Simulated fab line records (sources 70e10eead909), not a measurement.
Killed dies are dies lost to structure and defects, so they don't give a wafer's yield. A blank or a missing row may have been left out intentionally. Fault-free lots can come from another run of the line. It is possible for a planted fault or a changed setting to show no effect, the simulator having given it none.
Chamber matching	flow nand_harc	rie_diel-10 running NHARC_A_ZERO_WELL_ETCH_19: 4 sister chambers
The step etches the open film in N2/H2, target depth 80 nm, overetch 24 nm, time 87.88 s. 4 wafers are shown with their chamber, then 8 later ones without.

## WAFERS PAIRED WITH THEIR CHAMBERS
wafer	chamber	rf_vpp_V (V)
L815.6	3	429.5
L824.4	0	432.6
L824.5	1	427.2
L825.1	2	435.7

## WAFERS WITH NO CHAMBER GIVEN
wafer	rf_vpp_V (V)
L825.5	432.5
L825.6	426.8
L828.1	428.1
L828.2	432.6
L828.5	429.2
L830.1	429.3
L830.3	429.1
L830.6	426.9

## WHICH CHAMBER EACH WENT THROUGH
wafer	from the rows above	in truth
L825.5	0	0
L825.6	1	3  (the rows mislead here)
L828.1	can't be placed: 1 or 3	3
L828.2	0	0
L828.5	3	3
L830.1	3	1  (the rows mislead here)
L830.3	3	3
L830.6	1	1
5 of 8 placed correctly. Unplaceable from these rows: 1, with the true chamber sitting among the candidates in 1. 2 placed wrongly.
How it was worked out, from the rows above alone: a wafer's distance from a chamber is the root of the sum, over the readings, of the square of ((its reading less the chamber's mean) divided by the reading's scatter). If the next closest chamber is less than 2 further off than the closest, the wafer can't be placed; otherwise it belongs to the closest. A chamber's mean is the mean of its shown wafers. The scatter (one wafer shown for each chamber): square how far every hidden wafer sits from the nearest shown wafer, average those squares and take the square root.
